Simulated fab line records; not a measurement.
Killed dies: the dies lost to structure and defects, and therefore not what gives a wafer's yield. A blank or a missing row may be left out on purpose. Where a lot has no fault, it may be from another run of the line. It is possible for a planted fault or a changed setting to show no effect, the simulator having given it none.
Chamber matching || flow nand_harc || pecvd-03 running NHARC_P_M0_DEP_32: 3 sister chambers
The step deposits SiCN, target thk 30 nm. 6 wafers are shown with their chamber, then 7 later ones without.

## WAFERS, EACH WITH ITS CHAMBER
{"wafer": "L075.5", "chamber": 0, "heater_power_w (W)": 586}
{"wafer": "L078.5", "chamber": 1, "heater_power_w (W)": 471}
{"wafer": "L090.3", "chamber": 1, "heater_power_w (W)": 528}
{"wafer": "L090.4", "chamber": 2, "heater_power_w (W)": 582}
{"wafer": "L091.1", "chamber": 2, "heater_power_w (W)": 566}
{"wafer": "L091.3", "chamber": 0, "heater_power_w (W)": 562}

## WAFERS WITH NO CHAMBER GIVEN
{"wafer": "L091.5", "heater_power_w (W)": 557}
{"wafer": "L091.2", "heater_power_w (W)": 484}
{"wafer": "L091.4", "heater_power_w (W)": 499}
{"wafer": "L091.6", "heater_power_w (W)": 568}
{"wafer": "L097.1", "heater_power_w (W)": 666}
{"wafer": "L097.5", "heater_power_w (W)": 586}
{"wafer": "L097.6", "heater_power_w (W)": 440}

## WHICH CHAMBER EACH WENT THROUGH
{"wafer": "L091.5", "from the rows above": "can't be placed: 0 or 2 or 1", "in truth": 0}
{"wafer": "L091.2", "from the rows above": 1, "in truth": 1}
{"wafer": "L091.4", "from the rows above": 1, "in truth": 1}
{"wafer": "L091.6", "from the rows above": "can't be placed: 0 or 2", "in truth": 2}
{"wafer": "L097.1", "from the rows above": "can't be placed: 0 or 2", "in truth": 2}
{"wafer": "L097.5", "from the rows above": "can't be placed: 0 or 2", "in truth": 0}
{"wafer": "L097.6", "from the rows above": 1, "in truth": 1}
Placed correctly: 3 of 7. From these rows, 4 cannot be placed; in 4 the true chamber is one of the candidates. Wrongly placed: 0.
How it was worked out, from the rows above alone: a wafer's distance from a chamber is the root of the sum, over the readings, of the square of ((its reading less the chamber's mean) divided by the reading's scatter). The wafer belongs to the nearest chamber; if the next one is less than 2 further off, it can't be placed. Each chamber's mean is taken over the wafers shown for it. The scatter: take each reading less its chamber's mean, square it, sum over the shown wafers, divide by the number of wafers less the number of chambers, and take the root.
